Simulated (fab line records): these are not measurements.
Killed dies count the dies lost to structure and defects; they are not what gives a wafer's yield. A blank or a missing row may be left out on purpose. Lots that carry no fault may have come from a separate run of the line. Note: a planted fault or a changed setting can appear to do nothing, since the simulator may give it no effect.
2 desks looking at one fault / flow nand harc / only its own numbers are on each desk; what lay behind them is given at the end

THE METROLOGY DESK
What the gauges read for every lot (on any tool): the sampled wafers with a number, averaged. Any lot whose mean is over 4 standard deviations away from the usual mean is out of limits and marked OUT; that distance is given in the brackets.
Columns: A = overlay x nm at NHARC_A_BLC_OVL_MEAS_11, usual 0.2 nm; B = overlay y nm at NHARC_A_BLC_OVL_MEAS_11, usual -0.3 nm
lot=L865; first seen here=day 17 09:19; A=-0.1; B=-0.3
lot=L864; first seen here=day 17 11:27; A=-0.1; B=-0.1
lot=L866; first seen here=day 17 17:55; A=0.5; B=-0.4
lot=L867; first seen here=day 17 18:10; A=0.5; B=0.2
lot=L869; first seen here=day 18 09:30; A=0.8; B=-0.3
lot=L873; first seen here=day 19 05:13; A=0.1; B=0.2
lot=L875; first seen here=day 19 22:54; A=-0.7; B=-0.1
lot=L877; first seen here=day 20 04:26; A=-0.3; B=-1.4
lot=L876; first seen here=day 20 06:09; A=-0.1; B=-0.2
lot=L878; first seen here=day 20 21:32; A=0.3; B=0.7
lot=L880; first seen here=day 20 22:17; A=-0.6; B=-0.6
lot=L887; first seen here=day 22 06:59; A=1.3; B=-0.3
lot=L885; first seen here=day 22 22:28; A=1.3; B=-0.9
Finding of this desk: none of the 13 lots has anything out of limits.

THE TOOL OWNER'S DESK: litho track-01
The tool's own readings at NHARC_A_BLC_SOFTBAKE_05 (time 55 s): means of the sampled wafers that have a number, for each lot that ran on this tool. Any lot whose mean is over 4 standard deviations away from the usual mean is out of limits and marked OUT; that distance is given in the brackets.
Columns: A = heater power total W at NHARC_A_BLC_SOFTBAKE_05, usual 188.43 W
lot=L866; first seen here=day 17 17:00; A=188.49
lot=L867; first seen here=day 17 17:00; A=188.48
lot=L873; first seen here=day 19 04:00; A=188.57
lot=L880; first seen here=day 20 21:00; A=188.47
lot=L887; first seen here=day 22 06:00; A=166.85 (-99 or more) OUT
lot=L885; first seen here=day 22 21:00; A=166.93 (-99 or more) OUT
Finding of this desk: L885, L887 out of limits; the first was L887 at day 22 06:00, on heater power total W at NHARC_A_BLC_SOFTBAKE_05. L866, L867, L873, L880 stayed within limits.

PUT TOGETHER
On L885, L887, at day 22 06:00, an alarm was possible from the tool owner's desk.
From the metrology desk's view, nothing was out of limits.
The metrology desk has L885, L887 on record, within its limits.
On litho track-01, each named lot ran NHARC_A_BLC_SOFTBAKE_05.

WHAT THE SIMULATOR HAD PUT IN
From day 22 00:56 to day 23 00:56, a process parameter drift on litho track-01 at NHARC_A_BLC_SOFTBAKE_05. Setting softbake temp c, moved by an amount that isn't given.
Struck lots among those shown: L885, L887.
Each desk's first reading out of limits, in hours after the fault started: the tool owner's desk, 5.
